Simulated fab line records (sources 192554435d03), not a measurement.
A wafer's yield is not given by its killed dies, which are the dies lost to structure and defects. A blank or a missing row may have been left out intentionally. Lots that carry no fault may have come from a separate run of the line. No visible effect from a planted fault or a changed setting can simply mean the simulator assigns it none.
Lot-split experiment -- flow n5 finfet -- 7 lots, 21 wafers read, on a route of 1938 steps

== THE SPLIT ==
At N5_BEOL_M14_EXPOSE_07 (exposes mask V13), the setting dose mj was moved away from the recipe's 57 on 7 of the 21 wafers read, by -7.4% to +4.8%. This setting was run at the recipe's value on the other wafers.

== FROM THE SPLIT TO THE READING: what the file shows between them, 6 steps ==
- N5_BEOL_M14_PEB_08: peb time 90 s
- N5_BEOL_M14_DEVELOP_09: develop time 45 s
- N5_BEOL_M14_HARDBAKE_14: time 120 s
- N5_BEOL_M14_CD_MEAS_10: target cd 250 nm
- N5_BEOL_M14_STRIP_71: strips in post etch residue remover, time 60 s
- N5_BEOL_M14_SRD_72: time 30 s, dry time 30 s

== THE READING ==
At N5_BEOL_M14_CD_MEAS_17: cd nm in nanometres, against a target cd of 250 nm. Fault-free wafers of this fab line usually give 251.1 nm, standard deviation 2 nm.

wafer,"tool, chamber at the split",dose mj as run,against the recipe,"cd nm, nm",against lot-mates on the recipe
L074.3,"krf scanner-01, 0",52.76,-7.4%,240.8,-7.3
L074.4,"krf scanner-01, 0",57,recipe,248.1,-
L074.6,"krf scanner-01, 0",52.76,-7.4%,237.8,-10.3
L075.1,"krf scanner-02, 0",57,recipe,250.3,-
L075.3,"krf scanner-02, 0",57,recipe,251.8,-
L075.4,"krf scanner-02, 0",57,recipe,253.3,-
L079.1,"krf scanner-02, 0",58.14,+2.0%,255.1,+4.2
L079.3,"krf scanner-02, 0",57,recipe,248.3,-
L079.6,"krf scanner-02, 0",57,recipe,253.4,-
L083.2,"krf scanner-01, 0",57,recipe,251.6,-
L083.4,"krf scanner-01, 0",57,recipe,251.1,-
L083.6,"krf scanner-01, 0",57,recipe,249.7,-
L087.1,"krf scanner-01, 0",57,recipe,251.9,-
L087.4,"krf scanner-01, 0",57,recipe,251.3,-
L087.6,"krf scanner-01, 0",59.72,+4.8%,262.7,+11.1
L090.3,"krf scanner-02, 0",57,recipe,249.9,-
L090.4,"krf scanner-02, 0",53.52,-6.1%,238.1,-12.8
L090.5,"krf scanner-02, 0",57,recipe,251.8,-
L091.2,"krf scanner-01, 0",57,recipe,252.7,-
L091.5,"krf scanner-01, 0",53.85,-5.5%,242.9,-9.8
L091.6,"krf scanner-01, 0",53.85,-5.5%,243.2,-9.5

THE FIT
A straight line over all 21 wafers: cd nm changes by +1.76 nm for each +1% of dose mj; r = +0.95; the points scatter about the line by 1.8 nm.
The same after taking each lot's own level away (the mean of its wafers on the recipe; 21 wafers): +1.63 nm for each +1%; r = +0.94; scatter 1.9 nm.
That fit puts the effect of the largest move of dose mj on the reading at 12 nm.
The lots' own levels span 248.10 to 252.70 nm, that is 2.3 times the standard deviation above.
The two slopes are in agreement: the lot-to-lot level therefore moves the slope only a little.
Check: -13.2 nm against its lot-mates is what the line predicts for one of the wafers moved furthest among these (-7.4%) when that wafer is left out of the fit. It came out at -7.3 nm against them.

== FURTHER SPLITS ON THESE WAFERS ==
Before the reading, these wafers also passed through other splits. Each is held against what the fit with the lots' levels taken away leaves over:
other split on the same wafers,wafers away from the commonest value,r with cd nm (lot level and that fit taken away)
N5_BEOL_M13_ILD_DEP_00 time s,6,-0.28

== THE WHOLE CHAIN: every reading that the file lists as answering this split, in the file's order ==
step,what it does,reading,change (the file's fit),r (the file's)
N5_BEOL_M14_CD_MEAS_10,target cd 250 nm,cd nm,+1.83 nm for each +1% of the setting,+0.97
N5_BEOL_M14_CD_MEAS_17,target cd 250 nm,cd nm,+1.72 nm for each +1% of the setting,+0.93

== FILE'S OWN FIT ==
cd nm changes by +1.72 nm for each +1% of dose mj, r = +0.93.
